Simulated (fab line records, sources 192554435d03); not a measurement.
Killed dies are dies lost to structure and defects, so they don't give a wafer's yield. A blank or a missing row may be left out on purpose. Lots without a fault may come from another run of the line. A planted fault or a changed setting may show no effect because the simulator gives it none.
A struck lot beside a sound one | flow n5_finfet | 35 steps out of a route of 1938
Sound: wafers L690.1, L690.3, L690.4. Struck: wafers L703.3, L703.5. (L703.6 of the same lot was not struck and is left out.) The cause comes at the end.
At each step with rows: each side's tool, then ch and its chambers, then its first start. Under that, the readings that differ: sound wafers | struck wafers | difference of the means | sigmas: that difference in standard deviations of wafers without a fault.
alike: readings whose means differ by less than 2 such deviations, and words and numbers that are the same on both sides. not compared: withheld readings, readings that some wafer has no value for, bounds like >300 that may hide the same value, and numbers for which the record gives no deviation and whose values overlap.
The two part at a step that has a row with sigmas, a row that says differs or no value, or rows on one side only. Numbers that don't overlap but have no deviation are shown without sigmas and don't part them. A reading that every wafer of one side lacks parts them only if that side has two wafers or more.

first, 7 steps without rows for these wafers: N5_BEOL_M4_PRE_CLEAN_60 (time 15 s); N5_BEOL_M4_CO_CAP_55 (material Co, precursor CCTBA/H2, target thk 2 nm, time 102.1 s); N5_BEOL_M4_PRE_CLEAN_56 (time 15 s); N5_BEOL_M4_DEP_57 (deposits SiCN from 3MS/NH3, target thk 8 nm, time 14 s); N5_BEOL_M5_ILD_DEP_00 (deposits SiCOH lowk from DEMS/porogen, target thk 140.64 nm, time 25.9 s); N5_BEOL_M5_CURE_79 (cures SiCOH lowk, time 240 s); N5_BEOL_M5_PECVD_70 (deposits SiO2 from TEOS/O2, target thk 16 nm, time 18 s).
N5_BEOL_M5_HM_DEP_02: deposits TiN, target thk 20 nm.
  sound on pvd_sputter-03, day 8 09:23; struck on pvd_sputter-02, day 12 01:01
  reading                                    | sound          | struck    | difference | sigmas
  model.TiN_of_BEOL_M5_HM_DEP_02.thk_nm (nm) | 19.6 19.4 19.4 | 25.6 25.6 | +6.1       |
  alike: throttle_valve_pct
then, 16 steps without rows for these wafers: N5_BEOL_M5_COAT_59 (time 60 s, resist thk 60 nm); N5_BEOL_M5_COAT_60 (time 60 s, resist thk 12 nm); N5_BEOL_M5_COAT_71 (time 60 s, resist thk 5 nm); N5_BEOL_M5_COAT_05 (resist thk 30 nm); N5_BEOL_M5_EBR_07; N5_BEOL_M5_SOFTBAKE_06 (time 60 s); N5_BEOL_M5_EXPOSE_08 (exposes mask M5, target cd 28 nm); N5_BEOL_M5_PEB_09 (peb time 60 s); N5_BEOL_M5_DEVELOP_10 (develop time 30 s); N5_BEOL_M5_DESCUM_16 (chemistry O2, time 7 s); N5_BEOL_M5_ETCH_72 (etches underlayer in N2/H2, target depth 6.5 nm, time 5.2 s); N5_BEOL_M5_ETCH_61 (etches SiARC in CF4, target depth 15.6 nm, time 26 s); N5_BEOL_M5_ETCH_62 (etches SOC in N2/H2, target depth 75 nm, overetch 15 nm, time 112.5 s); N5_BEOL_M5_STRIP_63 (strips in N2/H2); N5_BEOL_M5_STRIP_73 (strips in N2/H2); N5_BEOL_M5_STRIP_64 (strips in CF4).
N5_BEOL_M5_HM_OPEN_17: chemistry Cl2/BCl3, target TiN, target depth 20 nm, overetch 6 nm.
  sound on rie_metal-03 ch 0,1, day 8 10:16; struck on rie_metal-01 ch 0,1, day 12 01:48
  reading                  | sound             | struck      | difference | sigmas
  oes_product_au (a.u.)    | 0.66 0.65 0.56    | 0.77 0.71   | +0.12      | +3
  model.etch.depth_nm (nm) | 19.68 19.33 19.49 | 25.69 25.66 | +6.18      |
  alike: drypump_motor_current_A, throttle_valve_pct
  not compared: rf_hours_counter_h
then, 8 steps without rows for these wafers: N5_BEOL_M5_STRIP_19 (strips in O2); N5_BEOL_M5_COAT_65 (time 60 s, resist thk 60 nm); N5_BEOL_M5_COAT_66 (time 60 s, resist thk 12 nm); N5_BEOL_M5_COAT_74 (time 60 s, resist thk 5 nm); N5_BEOL_M5_COAT_22 (resist thk 30 nm); N5_BEOL_M5_EBR_24; N5_BEOL_M5_SOFTBAKE_23 (time 60 s); N5_BEOL_M5_EXPOSE_25 (exposes mask V4, defocus 10 nm).
N5_BEOL_M5_TRENCH_ETCH_37: etches SiCOH lowk in C4F6/O2, target depth 71.652 nm, time 24.7 s.
  sound on rie_diel-05 ch 1,2,3; struck on rie_diel-05 ch 0,1
  reading                                    | sound          | struck    | difference | sigmas
  model.TiN_of_BEOL_M5_HM_DEP_02.thk_nm (nm) | 17.6 17.2 17.4 | 23.6 23.6 | +6.2       |
  alike: drypump_motor_current_A, oes_o_777_au, oes_product_au, rf_vpp_V, showerhead_plenum_p_Torr, throttle_valve_pct
  not compared: rf_hours_counter_h
-- the record jumps here: 5 days lie between the struck wafers' starts before and after (it left off in module BEOL_M5 and takes up again in module PASSIVATION, whose first step shown is number 1936 of the route) --
N5_PASSIVATION_PROBE_49:
  the record has rows for the struck wafers here (prober-01, day 16 15:49) and none for the sound ones

WHERE THEY PART
First at N5_BEOL_M5_HM_OPEN_17; last, within this record, at N5_PASSIVATION_PROBE_49.

WHY: what the simulator had put in
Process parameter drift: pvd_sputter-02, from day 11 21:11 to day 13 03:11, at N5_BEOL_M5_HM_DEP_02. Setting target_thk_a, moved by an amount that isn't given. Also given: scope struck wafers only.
